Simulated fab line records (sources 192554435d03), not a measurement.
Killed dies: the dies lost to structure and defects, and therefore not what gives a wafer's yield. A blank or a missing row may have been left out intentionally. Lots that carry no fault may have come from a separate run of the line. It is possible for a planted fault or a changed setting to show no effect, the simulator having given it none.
Problem report, 8D (eight disciplines) form, completed by code | flow n5Finfet | the parts of the form that need people (team, actions taken, sign-off) are left out

== 1. THE ISSUE ==
Mean of etchRfOnTimeS at N5_FIN_SAQP_ETCH_51: 53.6 s across 2 wafers in 2 lots; on wafers with no fault it is 76.0 s (standard deviation 1.4). Measured from the usual mean, that is -16 standard deviations.
The step: etches SiARC in CF4, target depth 45.5 nm, time 75.8 s.
First seen on wafer L594.3, day 4 23:45, on rieDiel-04. The record holds 24 wafers of 8 lots with a number at this step. Rule for "out", or "out of limits": more than 4 standard deviations from the usual mean. The rest of the wafers with a number are treated as sound.

== 2. WHAT THIS IS AND IS NOT ==
question                    | is               | is not
which readings at this step | etchRfOnTimeS    | chamberPressureMTorr, drypumpMotorCurrentA, oesProductAu, rfVppV, showerheadPlenumPTorr, throttleValvePct
which lots                  | L594, L595       | L582, L584, L596, L599, L602, L603
which wafers of those lots  | L594.3, L595.2   | L594.4, L594.5, L595.4, L595.6
read on which tools         | rieDiel-04       | rieDiel-01, rieDiel-03
when                        | from day 4 23:45 | up to then (8 sound wafers); but 14 sound wafers of L595, L596, L599, L602, L603 came after

== 3. THE SUSPECTS, EACH WITH WHAT RULES IT OUT ==
Counting: if a tool at a process step up to the reading ran every lot that is out, it stays a suspect. Sound lots after the first of them don't rule it out here, since some wafers of a struck lot are sound.
- rieDiel-04 at N5_FIN_SAQP_DESCUM_21 (chemistry O2, time 7.9 s): kept. Every lot that is out went through it, the first being L594 (day 4 23:43); the last sound lot it ran before that was L584 (day 2 10:46).
- rieDiel-04 at N5_FIN_SAQP_ETCH_51 (etches SiARC in CF4, target depth 45.5 nm, time 75.8 s): kept. Every lot that is out went through it, the first being L594 (day 4 23:45); the last sound lot it ran before that was L584 (day 2 10:47). Its own readings are out on those wafers: etchRfOnTimeS.
The count leaves rieDiel-04 at N5_FIN_SAQP_ETCH_51 and rieDiel-04 at N5_FIN_SAQP_DESCUM_21.

== 4. THE CAUSE (what the simulator had put in) ==
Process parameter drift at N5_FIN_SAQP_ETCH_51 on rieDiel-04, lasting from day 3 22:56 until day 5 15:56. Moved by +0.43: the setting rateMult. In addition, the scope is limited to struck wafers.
Counting leaves 2 suspects; this tool is one of them.

== 5. THE EFFECT CHAIN, in route order ==
Rows list readings where the struck wafers' mean (over those with a number) sits beyond 3 standard deviations from the usual. Scope: only readings with a usual standard deviation given in the record; hours: median across lots of the time from each lot's start at the first step in this table that gives one to its start at this step; sigmas: change in usual standard deviations.
hours | step                | reading       | usual  | on struck wafers | change | sigmas
0     | N5_FIN_SAQP_ETCH_51 | etchRfOnTimeS | 76.0 s | 53.6             | -22.4  | -16
Its process steps:
- N5_FIN_SAQP_ETCH_51: etches SiARC in CF4, target depth 45.5 nm, time 75.8 s.
Later steps that measure or inspect, where all struck wafers having a row at the step show a number for every such reading and not one has moved that far: N5_BEOL_M4_RC_MEAS_101.

== 6. HOW IT WOULD HAVE BEEN CAUGHT EARLIER ==
In this record no reading fell out of limits until day 4 23:45, 25 hours after the fault had begun at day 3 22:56.
